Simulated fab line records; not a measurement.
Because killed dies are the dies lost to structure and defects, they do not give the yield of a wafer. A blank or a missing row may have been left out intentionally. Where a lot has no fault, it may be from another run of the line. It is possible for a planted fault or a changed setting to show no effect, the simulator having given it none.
Which tool was responsible? / flow nand harc / Sampling: 24 lots, 72 wafers, 6 of 1159 route steps

WHAT THE GAUGES READ, wafer by wafer
NHARC_P_BONDPAD_CD_MEAS_13.
lot=L074; measured=day 6 04:09; on=cd sem-03; cd nm (nm)=507 500 502
lot=L076; measured=day 7 02:07; on=cd sem-02; cd nm (nm)=496 496 498
lot=L075; measured=day 7 03:03; on=cd sem-03; cd nm (nm)=496 502 501
lot=L078; measured=day 7 04:46; on=cd sem-02; cd nm (nm)=499 502 504
lot=L077; measured=day 7 08:22; on=cd sem-01; cd nm (nm)=501 494 499
lot=L079; measured=day 7 16:38; on=cd sem-01; cd nm (nm)=497 497 498
lot=L080; measured=day 7 23:18; on=cd sem-02; cd nm (nm)=503 497 502
lot=L081; measured=day 8 05:44; on=cd sem-03; cd nm (nm)=510 507 499
lot=L082; measured=day 8 08:41; on=cd sem-02; cd nm (nm)=499 500 499
lot=L083; measured=day 8 10:41; on=cd sem-02; cd nm (nm)=496 500 503
lot=L084; measured=day 8 14:01; on=cd sem-02; cd nm (nm)=493 500 502
lot=L088; measured=day 9 15:04; on=cd sem-02; cd nm (nm)=500 493 499
lot=L085; measured=day 9 15:37; on=cd sem-03; cd nm (nm)=501 500 501
lot=L086; measured=day 9 16:49; on=cd sem-02; cd nm (nm)=502 499 495
lot=L087; measured=day 9 17:56; on=cd sem-01; cd nm (nm)=499 503 506
lot=L089; measured=day 10 09:49; on=cd sem-02; cd nm (nm)=495 501 501
lot=L090; measured=day 10 10:35; on=cd sem-03; cd nm (nm)=501 502 495
lot=L091; measured=day 10 13:46; on=cd sem-01; cd nm (nm)=499 499 500
lot=L093; measured=day 11 00:47; on=cd sem-02; cd nm (nm)=499 503 499
lot=L092; measured=day 11 01:38; on=cd sem-03; cd nm (nm)=501 500 504
lot=L095; measured=day 11 12:31; on=cd sem-03; cd nm (nm)=501 506 506
lot=L094; measured=day 11 13:41; on=cd sem-03; cd nm (nm)=500 499 501
lot=L096; measured=day 12 06:44; on=cd sem-03; cd nm (nm)=500 504 501
lot=L097; measured=day 12 07:13; on=cd sem-02; cd nm (nm)=496 501 497

NHARC_A_ZERO_WELL_CD_MEAS_10: the cd target is 2000 nm.
lot=L074; measured=day 6 07:45; on=cd sem-02; cd nm (nm)=1996 2001 1999
lot=L076; measured=day 7 05:42; on=cd sem-01; cd nm (nm)=1997 1996 1997
lot=L075; measured=day 7 06:31; on=cd sem-03; cd nm (nm)=2001 2006 2001
lot=L078; measured=day 7 08:15; on=cd sem-02; cd nm (nm)=2004 2007 1998
lot=L077; measured=day 7 11:52; on=cd sem-03; cd nm (nm)=2000 1998 1999
lot=L079; measured=day 7 20:12; on=cd sem-01; cd nm (nm)=1998 1999 2000
lot=L080; measured=day 8 02:52; on=cd sem-01; cd nm (nm)=1994 1997 2000
lot=L081; measured=day 8 09:28; on=cd sem-02; cd nm (nm)=1999 2001 1998
lot=L082; measured=day 8 12:46; on=cd sem-03; cd nm (nm)=2001 2001 1998
lot=L083; measured=day 8 14:18; on=cd sem-02; cd nm (nm)=1998 1997 1998
lot=L084; measured=day 8 17:34; on=cd sem-03; cd nm (nm)=2002 2006 1999
lot=L088; measured=day 9 18:29; on=cd sem-01; cd nm (nm)=1999 1998 1998
lot=L085; measured=day 9 19:14; on=cd sem-01; cd nm (nm)=1996 1996 1996
lot=L086; measured=day 9 20:16; on=cd sem-03; cd nm (nm)=1997 1999 2001
lot=L087; measured=day 9 21:35; on=cd sem-01; cd nm (nm)=1997 1997 2000
lot=L089; measured=day 10 13:23; on=cd sem-01; cd nm (nm)=1994 1998 1996
lot=L090; measured=day 10 14:01; on=cd sem-02; cd nm (nm)=2004 1998 2002
lot=L091; measured=day 10 17:14; on=cd sem-03; cd nm (nm)=2002 2004 2006
lot=L093; measured=day 11 04:24; on=cd sem-01; cd nm (nm)=2005 1999 2000
lot=L092; measured=day 11 05:13; on=cd sem-01; cd nm (nm)=2000 2002 1997
lot=L095; measured=day 11 16:06; on=cd sem-02; cd nm (nm)=1999 1998 1996
lot=L094; measured=day 11 17:14; on=cd sem-01; cd nm (nm)=1997 2000 2004
lot=L096; measured=day 12 10:19; on=cd sem-01; cd nm (nm)=2002 2007 2003
lot=L097; measured=day 12 10:52; on=cd sem-01; cd nm (nm)=2003 2008 2000

TOOL THAT RAN EACH LOT (tool first, then ch and the chambers of the sampled wafers, then the start)
lot=L074; NHARC_P_GATE_DESCUM_61=rie diel-04 ch 0,3, day 5 01:40; NHARC_P_GATE_STRIP_113=plasma asher-02 ch 0,1, day 5 03:52; NHARC_P_M1_PVD_21=pvd sputter-01, day 6 00:58 or earlier; NHARC_P_M2_CMP_23=cmp-04 ch 0,2,3, day 6 00:58
lot=L076; NHARC_P_GATE_DESCUM_61=rie diel-05 ch 2,3, day 5 19:29; NHARC_P_GATE_STRIP_113=plasma asher-01 ch 0,1, day 5 21:57; NHARC_P_M1_PVD_21=pvd sputter-02, day 6 23:17 or earlier; NHARC_P_M2_CMP_23=cmp-02 ch 0,3, day 6 23:17
lot=L075; NHARC_P_GATE_DESCUM_61=rie diel-07 ch 0,1,2, day 5 20:29; NHARC_P_GATE_STRIP_113=plasma asher-01 ch 0,1, day 5 22:34; NHARC_P_M1_PVD_21=pvd sputter-03, day 7 00:11 or earlier; NHARC_P_M2_CMP_23=cmp-01 ch 0,2, day 7 00:11
lot=L078; NHARC_P_GATE_DESCUM_61=rie diel-05 ch 1,2, day 5 23:45; NHARC_P_GATE_STRIP_113=plasma asher-02 ch 0,1, day 6 01:59; NHARC_P_M1_PVD_21=pvd sputter-02, day 7 01:52 or earlier; NHARC_P_M2_CMP_23=cmp-04 ch 2,3, day 7 01:52
lot=L077; NHARC_P_GATE_DESCUM_61=rie diel-05 ch 1,2,3, day 6 04:13; NHARC_P_GATE_STRIP_113=plasma asher-01 ch 0,1, day 6 06:23; NHARC_P_M1_PVD_21=pvd sputter-03, day 7 05:40 or earlier; NHARC_P_M2_CMP_23=cmp-01 ch 0,1,2, day 7 05:40
lot=L079; NHARC_P_GATE_DESCUM_61=rie diel-04 ch 0,1,2, day 6 11:58; NHARC_P_GATE_STRIP_113=plasma asher-02 ch 0,1, day 6 14:04; NHARC_P_M1_PVD_21=pvd sputter-02, day 7 13:44 or earlier; NHARC_P_M2_CMP_23=cmp-04 ch 0,3, day 7 13:44
lot=L080; NHARC_P_GATE_DESCUM_61=rie diel-04 ch 0,2, day 6 20:20; NHARC_P_GATE_STRIP_113=plasma asher-01 ch 1, day 6 22:18; NHARC_P_M1_PVD_21=pvd sputter-02, day 7 20:38 or earlier; NHARC_P_M2_CMP_23=cmp-02 ch 2,3, day 7 20:38
lot=L081; NHARC_P_GATE_DESCUM_61=rie diel-04 ch 1,3, day 7 02:59; NHARC_P_GATE_STRIP_113=plasma asher-01 ch 0, day 7 05:10; NHARC_P_M1_PVD_21=pvd sputter-02, day 8 03:01 or earlier; NHARC_P_M2_CMP_23=cmp-01 ch 0,1,2, day 8 03:01
lot=L082; NHARC_P_GATE_DESCUM_61=rie diel-04 ch 2,3, day 7 08:45; NHARC_P_GATE_STRIP_113=plasma asher-01 ch 0,1, day 7 10:49; NHARC_P_M1_PVD_21=pvd sputter-01, day 8 05:53 or earlier; NHARC_P_M2_CMP_23=cmp-04 ch 1,2, day 8 05:53
lot=L083; NHARC_P_GATE_DESCUM_61=rie diel-07 ch 0,1, day 7 09:09; NHARC_P_GATE_STRIP_113=plasma asher-02 ch 0,1, day 7 11:22; NHARC_P_M1_PVD_21=pvd sputter-02, day 8 07:56 or earlier; NHARC_P_M2_CMP_23=cmp-01 ch 1,2,3, day 8 07:56
lot=L084; NHARC_P_GATE_DESCUM_61=rie diel-05 ch 0,1,2, day 7 13:57; NHARC_P_GATE_STRIP_113=plasma asher-02 ch 0,1, day 7 16:02; NHARC_P_M1_PVD_21=pvd sputter-02, day 8 11:13 or earlier; NHARC_P_M2_CMP_23=cmp-02 ch 0,1,2, day 8 11:13
lot=L088; NHARC_P_GATE_DESCUM_61=rie diel-04 ch 0,2, day 8 10:38; NHARC_P_GATE_STRIP_113=plasma asher-02 ch 0, day 8 12:50; NHARC_P_M1_PVD_21=pvd sputter-03, day 9 12:16 or earlier; NHARC_P_M2_CMP_23=cmp-01 ch 0,2,3, day 9 12:16
lot=L085; NHARC_P_GATE_DESCUM_61=rie diel-07 ch 0,1,2, day 8 10:56; NHARC_P_GATE_STRIP_113=plasma asher-01 ch 0,1, day 8 13:20; NHARC_P_M1_PVD_21=pvd sputter-02, day 9 12:59 or earlier; NHARC_P_M2_CMP_23=cmp-02 ch 0,1,3, day 9 12:59
lot=L086; NHARC_P_GATE_DESCUM_61=rie diel-07 ch 0,3, day 8 11:18; NHARC_P_GATE_STRIP_113=plasma asher-02 ch 0,1, day 8 13:38; NHARC_P_M1_PVD_21=pvd sputter-01, day 9 13:37 or earlier; NHARC_P_M2_CMP_23=cmp-01 ch 0,2, day 9 13:37
lot=L087; NHARC_P_GATE_DESCUM_61=rie diel-04 ch 0,2,3, day 8 17:05; NHARC_P_GATE_STRIP_113=plasma asher-01 ch 0,1, day 8 19:29; NHARC_P_M1_PVD_21=pvd sputter-03, day 9 15:17 or earlier; NHARC_P_M2_CMP_23=cmp-04 ch 0,2, day 9 15:17
lot=L089; NHARC_P_GATE_DESCUM_61=rie diel-04 ch 1,2, day 9 05:44; NHARC_P_GATE_STRIP_113=plasma asher-01 ch 0,1, day 9 08:05; NHARC_P_M1_PVD_21=pvd sputter-03, day 10 07:03 or earlier; NHARC_P_M2_CMP_23=cmp-02 ch 0,1, day 10 07:03
lot=L090; NHARC_P_GATE_DESCUM_61=rie diel-04 ch 2,3, day 9 06:22; NHARC_P_GATE_STRIP_113=plasma asher-02 ch 0, day 9 08:26; NHARC_P_M1_PVD_21=pvd sputter-01, day 10 07:51 or earlier; NHARC_P_M2_CMP_23=cmp-04 ch 0,1,3, day 10 07:51
lot=L091; NHARC_P_GATE_DESCUM_61=rie diel-07 ch 0,1,3, day 9 11:04; NHARC_P_GATE_STRIP_113=plasma asher-01 ch 0,1, day 9 13:29; NHARC_P_M1_PVD_21=pvd sputter-03, day 10 10:59 or earlier; NHARC_P_M2_CMP_23=cmp-01 ch 0,1,2, day 10 10:59
lot=L093; NHARC_P_GATE_DESCUM_61=rie diel-07 ch 0,2,3, day 10 00:22; NHARC_P_GATE_STRIP_113=plasma asher-02 ch 0,1, day 10 02:46; NHARC_P_M1_PVD_21=pvd sputter-03, day 10 21:59 or earlier; NHARC_P_M2_CMP_23=cmp-04 ch 0,1,2, day 10 21:59
lot=L092; NHARC_P_GATE_DESCUM_61=rie diel-07 ch 0,1,2, day 10 00:47; NHARC_P_GATE_STRIP_113=plasma asher-01 ch 0,1, day 10 03:44; NHARC_P_M1_PVD_21=pvd sputter-02, day 10 22:50 or earlier; NHARC_P_M2_CMP_23=cmp-04 ch 1,2, day 10 22:50
lot=L095; NHARC_P_GATE_DESCUM_61=rie diel-04 ch 0,1,3, day 10 09:21; NHARC_P_GATE_STRIP_113=plasma asher-01 ch 0,1, day 10 11:25; NHARC_P_M1_PVD_21=pvd sputter-01, day 11 09:46 or earlier; NHARC_P_M2_CMP_23=cmp-04 ch 1,2, day 11 09:46
lot=L094; NHARC_P_GATE_DESCUM_61=rie diel-05 ch 1,2, day 10 09:35; NHARC_P_GATE_STRIP_113=plasma asher-02 ch 0,1, day 10 11:40; NHARC_P_M1_PVD_21=pvd sputter-03, day 11 10:52 or earlier; NHARC_P_M2_CMP_23=cmp-02 ch 0,3, day 11 10:52
lot=L096; NHARC_P_GATE_DESCUM_61=rie diel-04 ch 0,2,3, day 11 01:07; NHARC_P_GATE_STRIP_113=plasma asher-02 ch 0,1, day 11 03:14; NHARC_P_M1_PVD_21=pvd sputter-02, day 12 03:47 or earlier; NHARC_P_M2_CMP_23=cmp-02 ch 0,1, day 12 03:47
lot=L097; NHARC_P_GATE_DESCUM_61=rie diel-07 ch 1,3, day 11 01:37; NHARC_P_GATE_STRIP_113=plasma asher-01 ch 0,1, day 11 04:04; NHARC_P_M1_PVD_21=pvd sputter-01, day 12 04:28 or earlier; NHARC_P_M2_CMP_23=cmp-02 ch 1,3, day 12 04:28
- NHARC_P_GATE_DESCUM_61: chemistry O2, time 3 s.
- NHARC_P_GATE_STRIP_113: strips in N2/H2, time 740 s.
- NHARC_P_M1_PVD_21: deposits Cu, target thk 30 nm, time 20.49 s.
- NHARC_P_M2_CMP_23: polishes, t overpolish 20 s, target thk 144.3 nm.

WHAT THE TOOLS THEMSELVES READ (means of the sampled wafers that have a number; where no wafer has one, the mark that the record gives instead)
NHARC_P_GATE_DESCUM_61.
lot=L074; tool=rie diel-04; drypump motor current A (A)=5.6; oes product au (a.u.)=0.997; rf vpp V (V)=58.4; showerhead plenum p Torr (Torr)=1.99; throttle valve pct (%)=11.307
lot=L076; tool=rie diel-05; drypump motor current A (A)=6.3; oes product au (a.u.)=1.018; rf vpp V (V)=57.4; showerhead plenum p Torr (Torr)=1.95; throttle valve pct (%)=11.312
lot=L075; tool=rie diel-07; drypump motor current A (A)=5.5; oes product au (a.u.)=1.009; rf vpp V (V)=58.1; showerhead plenum p Torr (Torr)=1.88; throttle valve pct (%)=11.314
lot=L078; tool=rie diel-05; drypump motor current A (A)=5.6; oes product au (a.u.)=1.011; rf vpp V (V)=57.8; showerhead plenum p Torr (Torr)=1.84; throttle valve pct (%)=11.309
lot=L077; tool=rie diel-05; drypump motor current A (A)=6.0; oes product au (a.u.)=1.012; rf vpp V (V)=57.6; showerhead plenum p Torr (Torr)=1.88; throttle valve pct (%)=11.314
lot=L079; tool=rie diel-04; drypump motor current A (A)=5.6; oes product au (a.u.)=1.009; rf vpp V (V)=58.2; showerhead plenum p Torr (Torr)=1.93; throttle valve pct (%)=11.316
lot=L080; tool=rie diel-04; drypump motor current A (A)=5.9; oes product au (a.u.)=1.016; rf vpp V (V)=57.3; showerhead plenum p Torr (Torr)=1.93; throttle valve pct (%)=11.303
lot=L081; tool=rie diel-04; drypump motor current A (A)=5.3; oes product au (a.u.)=1.010; rf vpp V (V)=57.6; showerhead plenum p Torr (Torr)=1.98; throttle valve pct (%)=11.312
lot=L082; tool=rie diel-04; drypump motor current A (A)=5.6; oes product au (a.u.)=1.002; rf vpp V (V)=58.2; showerhead plenum p Torr (Torr)=2.01; throttle valve pct (%)=11.313
lot=L083; tool=rie diel-07; drypump motor current A (A)=5.0; oes product au (a.u.)=1.007; rf vpp V (V)=57.3; showerhead plenum p Torr (Torr)=1.90; throttle valve pct (%)=11.312
lot=L084; tool=rie diel-05; drypump motor current A (A)=6.0; oes product au (a.u.)=0.995; rf vpp V (V)=57.1; showerhead plenum p Torr (Torr)=1.88; throttle valve pct (%)=11.304
lot=L088; tool=rie diel-04; drypump motor current A (A)=5.9; oes product au (a.u.)=1.019; rf vpp V (V)=58.0; showerhead plenum p Torr (Torr)=1.95; throttle valve pct (%)=11.309
lot=L085; tool=rie diel-07; drypump motor current A (A)=5.5; oes product au (a.u.)=1.004; rf vpp V (V)=57.7; showerhead plenum p Torr (Torr)=1.88; throttle valve pct (%)=11.312
lot=L086; tool=rie diel-07; drypump motor current A (A)=5.1; oes product au (a.u.)=1.019; rf vpp V (V)=58.1; showerhead plenum p Torr (Torr)=1.83; throttle valve pct (%)=11.317
lot=L087; tool=rie diel-04; drypump motor current A (A)=5.7; oes product au (a.u.)=1.011; rf vpp V (V)=57.4; showerhead plenum p Torr (Torr)=1.97; throttle valve pct (%)=11.316
lot=L089; tool=rie diel-04; drypump motor current A (A)=5.3; oes product au (a.u.)=1.000; rf vpp V (V)=58.0; showerhead plenum p Torr (Torr)=1.93; throttle valve pct (%)=11.306
lot=L090; tool=rie diel-04; drypump motor current A (A)=5.7; oes product au (a.u.)=1.005; rf vpp V (V)=58.2; showerhead plenum p Torr (Torr)=1.99; throttle valve pct (%)=11.306
lot=L091; tool=rie diel-07; drypump motor current A (A)=5.0; oes product au (a.u.)=1.020; rf vpp V (V)=56.8; showerhead plenum p Torr (Torr)=1.89; throttle valve pct (%)=11.317
lot=L093; tool=rie diel-07; drypump motor current A (A)=5.6; oes product au (a.u.)=1.026; rf vpp V (V)=58.1; showerhead plenum p Torr (Torr)=1.86; throttle valve pct (%)=11.311
lot=L092; tool=rie diel-07; drypump motor current A (A)=5.5; oes product au (a.u.)=1.011; rf vpp V (V)=58.1; showerhead plenum p Torr (Torr)=1.87; throttle valve pct (%)=11.312
lot=L095; tool=rie diel-04; drypump motor current A (A)=5.5; oes product au (a.u.)=1.021; rf vpp V (V)=57.7; showerhead plenum p Torr (Torr)=1.94; throttle valve pct (%)=11.308
lot=L094; tool=rie diel-05; drypump motor current A (A)=5.6; oes product au (a.u.)=1.001; rf vpp V (V)=59.1; showerhead plenum p Torr (Torr)=2.04; throttle valve pct (%)=11.308
lot=L096; tool=rie diel-04; drypump motor current A (A)=5.7; oes product au (a.u.)=1.009; rf vpp V (V)=57.8; showerhead plenum p Torr (Torr)=1.96; throttle valve pct (%)=11.310
lot=L097; tool=rie diel-07; drypump motor current A (A)=5.0; oes product au (a.u.)=0.988; rf vpp V (V)=57.7; showerhead plenum p Torr (Torr)=1.95; throttle valve pct (%)=11.311

NHARC_P_GATE_STRIP_113.
lot=L074; tool=plasma asher-02; drypump motor current A (A)=5.85; heater power w (W)=82
lot=L076; tool=plasma asher-01; drypump motor current A (A)=5.35; heater power w (W)=84
lot=L075; tool=plasma asher-01; drypump motor current A (A)=5.36; heater power w (W)=85
lot=L078; tool=plasma asher-02; drypump motor current A (A)=5.76; heater power w (W)=80
lot=L077; tool=plasma asher-01; drypump motor current A (A)=5.52; heater power w (W)=85
lot=L079; tool=plasma asher-02; drypump motor current A (A)=5.76; heater power w (W)=82
lot=L080; tool=plasma asher-01; drypump motor current A (A)=5.71; heater power w (W)=87
lot=L081; tool=plasma asher-01; drypump motor current A (A)=5.17; heater power w (W)=82
lot=L082; tool=plasma asher-01; drypump motor current A (A)=5.51; heater power w (W)=85
lot=L083; tool=plasma asher-02; drypump motor current A (A)=5.78; heater power w (W)=82
lot=L084; tool=plasma asher-02; drypump motor current A (A)=5.79; heater power w (W)=81
lot=L088; tool=plasma asher-02; drypump motor current A (A)=5.96; heater power w (W)=81
lot=L085; tool=plasma asher-01; drypump motor current A (A)=5.51; heater power w (W)=84
lot=L086; tool=plasma asher-02; drypump motor current A (A)=5.84; heater power w (W)=80
lot=L087; tool=plasma asher-01; drypump motor current A (A)=5.52; heater power w (W)=85
lot=L089; tool=plasma asher-01; drypump motor current A (A)=5.34; heater power w (W)=84
lot=L090; tool=plasma asher-02; drypump motor current A (A)=5.97; heater power w (W)=76
lot=L091; tool=plasma asher-01; drypump motor current A (A)=5.51; heater power w (W)=84
lot=L093; tool=plasma asher-02; drypump motor current A (A)=5.75; heater power w (W)=81
lot=L092; tool=plasma asher-01; drypump motor current A (A)=5.34; heater power w (W)=84
lot=L095; tool=plasma asher-01; drypump motor current A (A)=5.51; heater power w (W)=85
lot=L094; tool=plasma asher-02; drypump motor current A (A)=5.87; heater power w (W)=78
lot=L096; tool=plasma asher-02; drypump motor current A (A)=5.87; heater power w (W)=77
lot=L097; tool=plasma asher-01; drypump motor current A (A)=5.34; heater power w (W)=84

NHARC_P_M1_PVD_21.
lot=L074; tool=pvd sputter-01; cathode dc power W (W)=5000.2; throttle valve pct (%)=30.4
lot=L076; tool=pvd sputter-02; cathode dc power W (W)=5000.4; throttle valve pct (%)=30.1
lot=L075; tool=pvd sputter-03; cathode dc power W (W)=5000.8; throttle valve pct (%)=31.2
lot=L078; tool=pvd sputter-02; cathode dc power W (W)=4999.4; throttle valve pct (%)=30.0
lot=L077; tool=pvd sputter-03; cathode dc power W (W)=5000.0; throttle valve pct (%)=30.0
lot=L079; tool=pvd sputter-02; cathode dc power W (W)=5000.5; throttle valve pct (%)=30.7
lot=L080; tool=pvd sputter-02; cathode dc power W (W)=4999.7; throttle valve pct (%)=30.1
lot=L081; tool=pvd sputter-02; cathode dc power W (W)=5000.2; throttle valve pct (%)=29.9
lot=L082; tool=pvd sputter-01; cathode dc power W (W)=4999.9; throttle valve pct (%)=30.9
lot=L083; tool=pvd sputter-02; cathode dc power W (W)=5000.3; throttle valve pct (%)=30.1
lot=L084; tool=pvd sputter-02; cathode dc power W (W)=4999.7; throttle valve pct (%)=30.7
lot=L088; tool=pvd sputter-03; cathode dc power W (W)=4998.9; throttle valve pct (%)=30.1
lot=L085; tool=pvd sputter-02; cathode dc power W (W)=4999.8; throttle valve pct (%)=30.1
lot=L086; tool=pvd sputter-01; cathode dc power W (W)=5000.7; throttle valve pct (%)=30.5
lot=L087; tool=pvd sputter-03; cathode dc power W (W)=5000.2; throttle valve pct (%)=30.0
lot=L089; tool=pvd sputter-03; cathode dc power W (W)=5001.1; throttle valve pct (%)=30.0
lot=L090; tool=pvd sputter-01; cathode dc power W (W)=5000.2; throttle valve pct (%)=30.8
lot=L091; tool=pvd sputter-03; cathode dc power W (W)=4999.9; throttle valve pct (%)=30.9
lot=L093; tool=pvd sputter-03; cathode dc power W (W)=4999.8; throttle valve pct (%)=30.0
lot=L092; tool=pvd sputter-02; cathode dc power W (W)=5000.5; throttle valve pct (%)=30.6
lot=L095; tool=pvd sputter-01; cathode dc power W (W)=4999.7; throttle valve pct (%)=30.0
lot=L094; tool=pvd sputter-03; cathode dc power W (W)=4999.6; throttle valve pct (%)=30.1
lot=L096; tool=pvd sputter-02; cathode dc power W (W)=5000.3; throttle valve pct (%)=30.4
lot=L097; tool=pvd sputter-01; cathode dc power W (W)=4999.6; throttle valve pct (%)=30.5

NHARC_P_M2_CMP_23.
lot=L074; tool=cmp-04; motor current A (A)=12.1; time to endpoint s (s)=25
lot=L076; tool=cmp-02; motor current A (A)=11.2; time to endpoint s (s)=31
lot=L075; tool=cmp-01; motor current A (A)=12.1; time to endpoint s (s)=35
lot=L078; tool=cmp-04; motor current A (A)=10.9; time to endpoint s (s)=26
lot=L077; tool=cmp-01; motor current A (A)=12.1; time to endpoint s (s)=29
lot=L079; tool=cmp-04; motor current A (A)=12.9; time to endpoint s (s)=25
lot=L080; tool=cmp-02; motor current A (A)=10.8; time to endpoint s (s)=26
lot=L081; tool=cmp-01; motor current A (A)=12.5; time to endpoint s (s)=32
lot=L082; tool=cmp-04; motor current A (A)=11.6; time to endpoint s (s)=28
lot=L083; tool=cmp-01; motor current A (A)=12.7; time to endpoint s (s)=31
lot=L084; tool=cmp-02; motor current A (A)=10.8; time to endpoint s (s)=26
lot=L088; tool=cmp-01; motor current A (A)=12.2; time to endpoint s (s)=29
lot=L085; tool=cmp-02; motor current A (A)=11.3; time to endpoint s (s)=24
lot=L086; tool=cmp-01; motor current A (A)=12.6; time to endpoint s (s)=31
lot=L087; tool=cmp-04; motor current A (A)=13.6; time to endpoint s (s)=29
lot=L089; tool=cmp-02; motor current A (A)=11.6; time to endpoint s (s)=31
lot=L090; tool=cmp-04; motor current A (A)=11.9; time to endpoint s (s)=29
lot=L091; tool=cmp-01; motor current A (A)=12.0; time to endpoint s (s)=29
lot=L093; tool=cmp-04; motor current A (A)=12.2; time to endpoint s (s)=31
lot=L092; tool=cmp-04; motor current A (A)=11.4; time to endpoint s (s)=27
lot=L095; tool=cmp-04; motor current A (A)=11.4; time to endpoint s (s)=28
lot=L094; tool=cmp-02; motor current A (A)=11.7; time to endpoint s (s)=28
lot=L096; tool=cmp-02; motor current A (A)=11.1; time to endpoint s (s)=30
lot=L097; tool=cmp-02; motor current A (A)=11.3; time to endpoint s (s)=25

THE ANSWER, worked out from the rows above alone
Rule: the usual values come from the lots themselves. The widest of any qualifying gaps counts: lots, ordered by their means at a reading, are off when they make up no more than a third of the lots, leave a main group of 4 or more, and stand apart from it by 3 or more times the standard deviation of that group's means. The tables above print the reading to a certain number of digits; a main group whose means all agree to those digits is not used. A lot without any number at a reading at which 4 lots or more have one is off too. All remaining lots with rows at the step are treated as sound. Order of review: gauges by route order, followed by the tools' own readings, for which a lot's mean as printed above is used. The first step at which some lot is off is used, and at that step the reading that is off furthest; a lot without a number counts as furthest.
Across all readings shown, no lot is off: no conclusion can be drawn from this.

WHAT HAD BEEN PUT IN BY THE SIMULATOR
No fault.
